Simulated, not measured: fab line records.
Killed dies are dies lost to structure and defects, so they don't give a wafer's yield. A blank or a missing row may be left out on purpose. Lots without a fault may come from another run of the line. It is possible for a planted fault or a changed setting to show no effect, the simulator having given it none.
Chamber matching | flow n5 finfet | N5_MOL_CONTACT_COAG_ETCH_59 on rie diel-01 has 4 sister chambers
The step etches underlayer in N2/H2, target depth 13 nm, time 10.4 s. 24 wafers are shown with their chamber, then 12 later ones without.

== EACH WAFER AND ITS CHAMBER ==
wafer  | chamber | showerhead plenum p Torr (Torr) | drypump motor current A (A) | throttle valve pct (%)
L074.1 | 0       | 2.51                            | 5.5                         | 18.2
L074.4 | 2       | 2.66                            | 5.9                         | 18.1
L074.5 | 1       | 2.58                            | 5.5                         | 17.4
L076.1 | 2       | 2.66                            | 5.9                         | 18.1
L076.3 | 0       | 2.51                            | 5.4                         | 18.2
L076.5 | 0       | 2.51                            | 5.5                         | 18.2
L077.1 | 2       | 2.65                            | 5.8                         | 18.1
L077.5 | 1       | 2.57                            | 5.5                         | 17.4
L077.6 | 2       | 2.66                            | 5.8                         | 18.1
L080.1 | 0       | 2.50                            | 5.5                         | 18.2
L080.2 | 2       | 2.65                            | 5.9                         | 18.2
L080.5 | 3       | 2.50                            | 6.1                         | 17.8
L081.1 | 0       | 2.50                            | 5.5                         | 18.2
L081.2 | 2       | 2.65                            | 5.8                         | 18.1
L081.5 | 0       | 2.50                            | 5.5                         | 18.2
L083.1 | 1       | 2.57                            | 5.5                         | 17.5
L083.2 | 0       | 2.50                            | 5.5                         | 18.2
L083.5 | 0       | 2.50                            | 5.5                         | 18.2
L084.1 | 1       | 2.57                            | 5.5                         | 17.5
L084.4 | 0       | 2.50                            | 5.5                         | 18.2
L084.5 | 2       | 2.65                            | 5.9                         | 18.2
L085.2 | 1       | 2.56                            | 5.5                         | 17.5
L085.5 | 1       | 2.56                            | 5.5                         | 17.5
L085.6 | 0       | 2.50                            | 5.5                         | 18.2

SIGNATURES, as means of the wafers listed above
reading                  | chamber 0 | chamber 1 | chamber 2 | chamber 3 | scatter within a chamber
showerhead plenum p Torr | 2.5030    | 2.5683    | 2.6543    | 2.5000    | 0.00577
drypump motor current A  | 5.490     | 5.500     | 5.857     | 6.100     | 0.0362
throttle valve pct       | 18.200    | 17.467    | 18.129    | 17.800    | 0.0372
Rule: for a wafer and a chamber, the distance is found by dividing, reading by reading, the gap between the wafer's reading and the chamber's mean by the reading's scatter, squaring, summing and taking the root. If the next closest chamber is less than 2 further off than the closest, the wafer can't be placed; otherwise it belongs to the closest. The scatter: the root of (the sum of the squares of (reading less its chamber's mean) over the shown wafers, divided by (wafers less chambers)).

== WAFERS WHOSE CHAMBER IS MISSING ==
wafer  | showerhead plenum p Torr (Torr) | drypump motor current A (A) | throttle valve pct (%)
L087.3 | 2.65                            | 5.8                         | 18.2
L087.5 | 2.50                            | 5.5                         | 18.2
L087.6 | 2.50                            | 6.1                         | 17.4
L089.1 | 2.49                            | 5.5                         | 18.2
L089.4 | 2.56                            | 5.5                         | 17.5
L089.6 | 2.49                            | 5.5                         | 18.2
L095.3 | 2.64                            | 5.9                         | 18.2
L095.5 | 2.56                            | 5.5                         | 17.5
L095.6 | 2.49                            | 5.5                         | 18.3
L096.1 | 2.64                            | 5.9                         | 18.2
L096.3 | 2.55                            | 5.5                         | 17.5
L096.5 | 2.64                            | 5.9                         | 18.2

== THE CHAMBER EACH PASSED THROUGH ==
wafer  | from the rows above | in truth
L087.3 | 2                   | 2
L087.5 | 0                   | 0
L087.6 | 3                   | 3
L089.1 | 0                   | 0
L089.4 | 1                   | 1
L089.6 | 0                   | 0
L095.3 | 2                   | 2
L095.5 | 1                   | 1
L095.6 | 0                   | 0
L096.1 | 2                   | 2
L096.3 | 1                   | 1
L096.5 | 2                   | 2
Correct placement for 12 of the 12. Can't be placed from these rows: 0. Number placed wrongly: 0.
